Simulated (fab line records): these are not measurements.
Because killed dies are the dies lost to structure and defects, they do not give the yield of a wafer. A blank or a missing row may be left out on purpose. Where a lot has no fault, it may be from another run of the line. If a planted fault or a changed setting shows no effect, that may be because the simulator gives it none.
A struck lot beside a sound one / flow n5_finfet / 16 steps out of a route of 1938
Sound: wafers L894.1, L894.4, L894.5. Wafers L900.1, L900.5, L900.6 were the ones struck. The cause comes at the end.
At each step with rows: each side's tool, then ch and its chambers, then its first start. Under that, the readings that differ: sound wafers / struck wafers / difference of the means / sigmas: that difference in standard deviations of wafers without a fault.
alike: a reading whose means differ by less than 2 such deviations, as well as words and numbers matching on both sides. not compared: withheld readings; readings where some wafer has no value; bounds like >300 that might hide an equal value; numbers whose values overlap and for which the record gives no deviation.
The two part at a step that has a row with sigmas, a row that says differs or no value, or rows on one side only. Numbers that have no deviation but don't overlap get no sigmas and don't part them. A reading that every wafer of one side lacks parts them only if that side has two wafers or more.

first, 8 steps without rows for these wafers: N5_BEOL_M2_COAT_62 (time 60 s, resist thk 12 nm); N5_BEOL_M2_COAT_73 (time 60 s, resist thk 5 nm); N5_BEOL_M2_COAT_05 (resist thk 30 nm); N5_BEOL_M2_EBR_07; N5_BEOL_M2_SOFTBAKE_06 (time 60 s); N5_BEOL_M2_EXPOSE_08 (exposes mask M2); N5_BEOL_M2_PEB_09 (peb time 60 s); N5_BEOL_M2_DEVELOP_10 (develop time 30 s).
N5_BEOL_M2_CD_MEAS_11: the cd target is 16.79 nm.
  sound on cd_sem-01 ch 0, day 7 17:50; struck on cd_sem-03 ch 0, day 9 00:28
  alike: cd_nm
N5_BEOL_M2_OVL_MEAS_12:
  sound on overlay-02 ch 0, day 7 17:52; struck on overlay-01 ch 0, day 9 00:30
  alike: M2_OVL
N5_BEOL_M2_INSPECT_13: inspects for defects (brightfield).
  sound: defect_inspect-01 at day 7 17:56; struck: defect_inspect-02 at day 9 00:34
  alike: raw_defect_count
N5_BEOL_M2_DESCUM_16: chemistry O2, time 7 s.
  sound on rie_diel-02 ch 0,1,3, day 7 17:58; struck on rie_diel-02 ch 0,1,3, day 9 00:47
  alike: drypump_motor_current_A, oes_product_au, rf_fwd_power_W, rf_vpp_V, showerhead_plenum_p_Torr, throttle_valve_pct
  not compared: rf_hours_counter_h
N5_BEOL_M2_ETCH_74: etches underlayer in N2/H2, target depth 6.5 nm, time 5.2 s.
  sound on rie_diel-02 ch 0,1,3, day 7 18:00; struck on rie_diel-02 ch 0,1,3, day 9 00:50
reading=etch_rf_on_time_s (s); sound=5.49 5.06 5.44; struck=6.38 6.80 6.99; difference=+1.39; sigmas=+8
reading=rf_fwd_power_W (W); sound=815.0 815.5 816.4; struck=613.1 619.1 620.7; difference=-198.0; sigmas=-79
reading=rf_vpp_V (V); sound=526 523 519; struck=573 569 575; difference=+50; sigmas=+16
  alike: drypump_motor_current_A, h2_flow_sccm, oes_product_au, showerhead_plenum_p_Torr, throttle_valve_pct
  not compared: rf_hours_counter_h
N5_BEOL_M2_ETCH_63: etches SiARC in CF4, target depth 15.6 nm, time 26 s.
  sound on rie_diel-02 ch 0,1,3, day 7 18:01; struck on rie_diel-02 ch 0,1,3, day 9 00:50
  alike: cf4_flow_sccm, drypump_motor_current_A, etch_rf_on_time_s, oes_product_au, rf_fwd_power_W, rf_vpp_V, showerhead_plenum_p_Torr, throttle_valve_pct
  not compared: rf_hours_counter_h
-- here the record skips 2 days between the struck wafers' starts before and after, leaving off in module BEOL_M2 and picking up in module BEOL_M4 (first step shown: number 1111 of the route) --
N5_BEOL_M4_RC_MEAS_101:
  sound on prober-02 ch 0, day 9 21:05; struck on prober-02 ch 0, day 11 09:07
  alike: DIBL_N, DIBL_P, IOFF_N, IOFF_P, ION_N, ION_P, SS_N, SS_P, VT_N, VT_P
N5_PASSIVATION_PROBE_49:
  rows exist in the record for the sound wafers here (prober-02, day 14 11:22), none for the struck ones

## WHERE THEY PART
Last at N5_PASSIVATION_PROBE_49 as far as this record goes, first at N5_BEOL_M2_ETCH_74.

WHY: whatever the simulator had introduced
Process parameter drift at N5_BEOL_M2_ETCH_74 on rie_diel-02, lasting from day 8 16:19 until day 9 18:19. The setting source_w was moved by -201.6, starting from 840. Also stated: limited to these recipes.
